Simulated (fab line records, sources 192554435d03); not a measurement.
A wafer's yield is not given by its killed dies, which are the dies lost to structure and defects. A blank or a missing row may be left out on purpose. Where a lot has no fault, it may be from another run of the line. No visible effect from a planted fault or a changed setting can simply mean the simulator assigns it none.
Chamber matching :: flow n5-finfet :: rie-diel-06 running N5_SD_EPI_N_ETCH_35: 4 sister chambers
The step etches SOC in N2/H2, overetch 108 nm, time 486 s. 4 wafers are shown with their chamber, then 11 later ones without.

WAFERS WITH THEIR CHAMBER
wafer: L081.5
chamber: 2
drypump-motor-current-A (A): 5.6

wafer: L085.4
chamber: 1
drypump-motor-current-A (A): 6.1

wafer: L085.5
chamber: 3
drypump-motor-current-A (A): 5.7

wafer: L089.1
chamber: 0
drypump-motor-current-A (A): 5.1

WAFERS WITHOUT THEIR CHAMBER
wafer: L089.2
drypump-motor-current-A (A): 5.6

wafer: L089.4
drypump-motor-current-A (A): 5.7

wafer: L092.2
drypump-motor-current-A (A): 5.6

wafer: L092.4
drypump-motor-current-A (A): 5.6

wafer: L092.6
drypump-motor-current-A (A): 6.1

wafer: L096.2
drypump-motor-current-A (A): 6.1

wafer: L096.3
drypump-motor-current-A (A): 5.7

wafer: L096.4
drypump-motor-current-A (A): 5.1

wafer: L097.1
drypump-motor-current-A (A): 5.1

wafer: L097.2
drypump-motor-current-A (A): 6.1

wafer: L097.6
drypump-motor-current-A (A): 5.2

EACH ONE'S CHAMBER
wafer: L089.2
from the rows above: 2
in truth: 2

wafer: L089.4
from the rows above: 3
in truth: 3

wafer: L092.2
from the rows above: 2
in truth: 2

wafer: L092.4
from the rows above: 2
in truth: 2

wafer: L092.6
from the rows above: 1
in truth: 1

wafer: L096.2
from the rows above: 1
in truth: 1

wafer: L096.3
from the rows above: 3
in truth: 3

wafer: L096.4
from the rows above: 0
in truth: 0

wafer: L097.1
from the rows above: 0
in truth: 0

wafer: L097.2
from the rows above: 1
in truth: 1

wafer: L097.6
from the rows above: 0
in truth: 0
Correctly placed: 11 of 11. From these rows, 0 cannot be placed. Wrongly placed: 0.
How it was worked out, from the rows above alone: a wafer's distance from a chamber is the root of the sum, over the readings, of the square of ((its reading less the chamber's mean) divided by the reading's scatter). The wafer belongs to the nearest chamber; if the next one is less than 2 further off, it can't be placed. A chamber's mean is the mean of its shown wafers. The scatter: root of mean squared gap, hidden wafer to nearest shown wafer, with one shown wafer a chamber.
